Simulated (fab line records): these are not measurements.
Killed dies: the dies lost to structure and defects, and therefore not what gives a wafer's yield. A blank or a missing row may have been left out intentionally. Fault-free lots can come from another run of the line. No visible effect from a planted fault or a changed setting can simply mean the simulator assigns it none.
Struck lot and sound lot, side by side ; flow n5-finfet ; 15 steps out of a route of 1938
Sound: the wafers L899.2, L899.4, L899.5. Struck: wafers L905.1, L905.3. (L905.5 of the same lot was not struck and is left out.) The cause comes at the end.
For every step that has rows: the tool of each side, followed by ch and its chambers, followed by its first start. Under that, the readings that differ: sound wafers ; struck wafers ; difference of the means ; sigmas: that difference in standard deviations of wafers without a fault.
alike: words and numbers the same on both sides, and readings whose means are apart by under 2 such deviations; not compared: readings that were withheld, readings missing a value for some wafer, numbers with overlapping values and no deviation given by the record, and bounds like >300 which may hide the same value.
The two part at a step that has a row with sigmas, a row that says differs or no value, or rows on one side only. Numbers that don't overlap but have no deviation are shown without sigmas and don't part them. Lack of a reading on every wafer of one side parts them only where that side has two or more wafers.

first, 5 steps without rows for these wafers: N5_MOL_CONTACT_COAG_EBR_36; N5_MOL_CONTACT_COAG_SOFTBAKE_35 (time 60 s); N5_MOL_CONTACT_COAG_EXPOSE_37 (exposes mask VD, defocus 0 nm); N5_MOL_CONTACT_COAG_PEB_38 (peb time 60 s); N5_MOL_CONTACT_COAG_DEVELOP_39 (develop time 30 s).
N5_MOL_CONTACT_COAG_CD_MEAS_40: target cd 25.1 nm.
  sound on cd-sem-01 ch 0, day 6 02:58; struck on cd-sem-03 ch 0, day 7 22:36
  alike: cd-nm
N5_MOL_CONTACT_COAG_OVL_MEAS_41:
  sound on overlay-02 ch 0, day 6 02:59; struck on overlay-02 ch 0, day 7 22:38
  alike: VD_OVL
N5_MOL_CONTACT_COAG_INSPECT_42: inspects for defects (brightfield).
  sound: defect-inspect-01 at day 6 03:03; struck: defect-inspect-01 at day 7 22:41
  alike: raw-defect-count
N5_MOL_CONTACT_COAG_DESCUM_45: chemistry O2, time 7 s.
  sound on rie-diel-04 ch 0,2,3, day 6 03:27; struck on rie-diel-04 ch 0,1, day 7 22:56
  alike: drypump-motor-current-A, oes-product-au, rf-fwd-power-W, rf-vpp-V, showerhead-plenum-p-Torr, throttle-valve-pct
  not compared: rf-hours-counter-h
N5_MOL_CONTACT_COAG_ETCH_65: etches underlayer in N2/H2, target depth 13 nm, time 10.4 s.
  sound on rie-diel-04 ch 0,2,3, day 6 03:29; struck on rie-diel-04 ch 0,1, day 7 22:58
  alike: drypump-motor-current-A, etch-rf-on-time-s, oes-product-au, rf-fwd-power-W, rf-vpp-V, showerhead-plenum-p-Torr, throttle-valve-pct
  not compared: rf-hours-counter-h
N5_MOL_CONTACT_COAG_ETCH_66: etches SiARC in CF4, target depth 13 nm, time 21.7 s.
  sound on rie-diel-04 ch 0,2,3, day 6 03:31; struck on rie-diel-04 ch 0,1, day 7 22:59
  alike: drypump-motor-current-A, etch-rf-on-time-s, oes-product-au, rf-fwd-power-W, rf-vpp-V, showerhead-plenum-p-Torr, throttle-valve-pct
  not compared: rf-hours-counter-h
N5_MOL_CONTACT_COAG_ALD_133: deposits SiO2, target thk 5 nm, pulse time 1 s, co reactant pulse time 1 s.
  sound on ald-sin-01 ch 1,2, day 6 03:35; struck on ald-sin-03 ch 1,2, day 7 23:04
  alike: heater-power-w, precursor-pulse-height-rel
N5_MOL_CONTACT_COAG_ETCHBACK_134: etches SiO2 in CHF3, target depth 10 nm, time 6.7 s.
  sound on rie-diel-06 ch 1,2, day 6 03:46; struck on rie-diel-04 ch 1,3, day 7 23:14
  alike: drypump-motor-current-A, oes_f_703_au, oes-product-au, rf-fwd-power-W, rf-vpp-V, showerhead-plenum-p-Torr, throttle-valve-pct
  not compared: rf-hours-counter-h, model.CAR-EUV_of_MOL_CONTACT_COAG_COAT_34.thk-nm
N5_MOL_CONTACT_COAG_ETCH_67: etches SOC in N2/H2, target depth 60 nm, overetch 21 nm, time 101.2 s.
  sound on rie-diel-06 ch 1,2, day 6 03:48; struck on rie-diel-04 ch 1,3, day 7 23:17
  alike: drypump-motor-current-A, oes-product-au, rf-fwd-power-W, rf-vpp-V, showerhead-plenum-p-Torr, throttle-valve-pct
  not compared: rf-hours-counter-h
-- the record jumps here: 3 days lie between the struck wafers' starts before and after (it left off in module MOL_CONTACT_COAG and takes up again in module BEOL_M4, whose first step shown is number 1111 of the route) --
N5_BEOL_M4_RC_MEAS_101:
  sound on prober-02 ch 0, day 9 10:25; struck on prober-02 ch 0, day 10 16:20
reading;sound;struck;difference;sigmas
DIBL_P (mV/V);31.9 31.6 31.7;36.4 37.9;+5.4;+2
IOFF_P (nA/um);0.15 0.15 0.15;0.25 0.28;+0.12;+3
SS_P (mV/dec);72.6 72.2 72.2;73.4 74.1;+1.4;+2
VT_P (mV);-252 -253 -254;-244 -243;+10;+3
  alike: DIBL_N, IOFF_N, ION_N, ION_P, SS_N, VT_N

== WHERE THEY PART ==
Within this record, at N5_BEOL_M4_RC_MEAS_101 only.

WHY: whatever the simulator had introduced
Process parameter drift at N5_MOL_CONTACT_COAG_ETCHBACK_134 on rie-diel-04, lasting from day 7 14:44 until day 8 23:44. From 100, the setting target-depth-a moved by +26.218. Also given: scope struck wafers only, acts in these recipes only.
